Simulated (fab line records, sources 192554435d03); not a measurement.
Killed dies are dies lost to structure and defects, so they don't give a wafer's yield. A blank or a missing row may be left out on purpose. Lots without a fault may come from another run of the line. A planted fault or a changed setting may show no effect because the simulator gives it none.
One fault seen from 3 desks | flow n5_finfet | each desk has only its own numbers; what lay behind them comes last

THE TOOL OWNER'S DESK: rie_metal-02
The tool's own readings at N5_BEOL_M7_HM_OPEN_17 (chemistry Cl2/BCl3, target TiN, target depth 20 nm, overetch 6 nm): means of the sampled wafers that have a number, for each lot that ran on this tool. A lot is out of limits, marked OUT, if its mean lies more than 4 standard deviations from the usual mean; the brackets give that distance.
Columns: A = drypump_motor_current_A at N5_BEOL_M7_HM_OPEN_17, usual 5.9 A; B = oes_product_au at N5_BEOL_M7_HM_OPEN_17, usual 0.66 a.u.; C = throttle_valve_pct at N5_BEOL_M7_HM_OPEN_17, usual 22.17 %
lot  | first seen here | A   | B    | C
L649 | day 12 17:16    | 6.3 | 0.66 | 22.14
L651 | day 13 15:52    | 6.3 | 0.72 | 22.24
L653 | day 13 18:55    | 6.3 | 0.72 | 22.25
L654 | day 13 22:48    | 6.3 | 0.78 | 21.99
This desk's finding: nothing out of limits on any of the 4 lots.

THE DEFECT DESK
What the inspections along the route counted, lot by lot: means of the sampled wafers that have a number. A lot is out of limits, marked OUT, if its mean lies more than 4 standard deviations from the usual mean; the brackets give that distance.
Columns: A = raw_defect_count at N5_BEOL_M7_INSPECT_13, usual 390
lot  | first seen here | A
L635 | day 8 18:03     | 460
L640 | day 10 19:44    | 355
L649 | day 12 16:32    | 411
L651 | day 13 15:17    | 274
L652 | day 13 17:35    | 458
L653 | day 13 18:17    | 338
L654 | day 13 22:07    | 530
This desk's finding: nothing out of limits on any of the 7 lots.

THE METROLOGY DESK
What the gauges read, lot by lot, whatever tool the lot ran on: means of the sampled wafers that have a number. A lot is out of limits, marked OUT, if its mean lies more than 4 standard deviations from the usual mean; the brackets give that distance.
Columns: A = cd_nm at N5_BEOL_M7_CD_MEAS_11, usual 38.6 nm; B = M7_OVL at N5_BEOL_M7_OVL_MEAS_12, usual 0.2 nm
lot  | first seen here | A    | B
L635 | day 8 17:59     | 39.3 | -0.1
L640 | day 10 19:41    | 38.1 | 0.7
L649 | day 12 16:29    | 38.6 | -0.4
L651 | day 13 15:14    | 38.0 | -0.5
L652 | day 13 17:32    | 38.6 | -0.5
L653 | day 13 18:14    | 38.5 | -0.2
L654 | day 13 22:04    | 39.0 | -0.5
This desk's finding: nothing out of limits on any of the 7 lots.

PUT TOGETHER
The tool owner's desk saw nothing out of limits.
The defect desk saw nothing out of limits.
The metrology desk saw nothing out of limits.

WHAT THE SIMULATOR HAD PUT IN
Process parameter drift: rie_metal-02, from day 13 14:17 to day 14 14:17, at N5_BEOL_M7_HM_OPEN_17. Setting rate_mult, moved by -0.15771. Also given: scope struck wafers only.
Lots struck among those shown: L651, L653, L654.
